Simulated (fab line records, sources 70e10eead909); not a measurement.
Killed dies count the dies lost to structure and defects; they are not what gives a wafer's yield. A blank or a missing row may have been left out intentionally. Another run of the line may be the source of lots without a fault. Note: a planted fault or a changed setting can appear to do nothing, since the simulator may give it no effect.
Which of the tools did it?    flow nand-harc    at 1 step of a route of 1159, 12 lots with 36 wafers sampled

== WHAT THE GAUGES SHOWED, per wafer ==
NHARC_A_SLIT_CD_MEAS_09: the cd target is 300 nm.
lot   measured      on         cd-nm (nm)
L075  day 14 17:45  cd-sem-01  299.6 300.2 301.3
L078  day 14 18:03  cd-sem-02  300.5 300.6 300.6
L077  day 15 06:32  cd-sem-03  300.0 301.0 300.1
L082  day 16 12:50  cd-sem-03  300.5 299.0 301.2
L085  day 17 00:36  cd-sem-01  300.0 300.7 301.4
L083  day 17 02:42  cd-sem-02  300.7 301.0 300.4
L087  day 17 08:32  cd-sem-03  299.2 300.3 299.1
L088  day 17 14:01  cd-sem-01  300.8 301.4 301.0
L094  day 18 16:28  cd-sem-01  300.1 300.0 299.3
L092  day 18 16:46  cd-sem-02  300.5 300.0 299.7
L095  day 20 07:26  cd-sem-03  300.0 300.6 300.6
L097  day 20 09:05  cd-sem-02  300.1 299.8 300.1

== WHAT TOOL EACH LOT RAN ON (gives the tool, then ch and the chambers of the sampled wafers, and finally the start) ==
The record shows no process step preceding these readings.

== THE ANSWER, worked out from the rows above alone ==
Rule: the lots themselves supply what counts as usual. The widest of any qualifying gaps counts: lots, ordered by their means at a reading, are off when they make up no more than a third of the lots, leave a main group of 4 or more, and stand apart from it by 3 or more times the standard deviation of that group's means. A main group whose means are all the same, to the digits that the tables above print for the reading, isn't used. A lot without any number at a reading at which 4 lots or more have one is off too. The other lots that the step has rows for count as sound.
No lot is off at any reading shown: from this, nothing can be told.

== WHAT THE SIMULATOR HAD INSERTED ==
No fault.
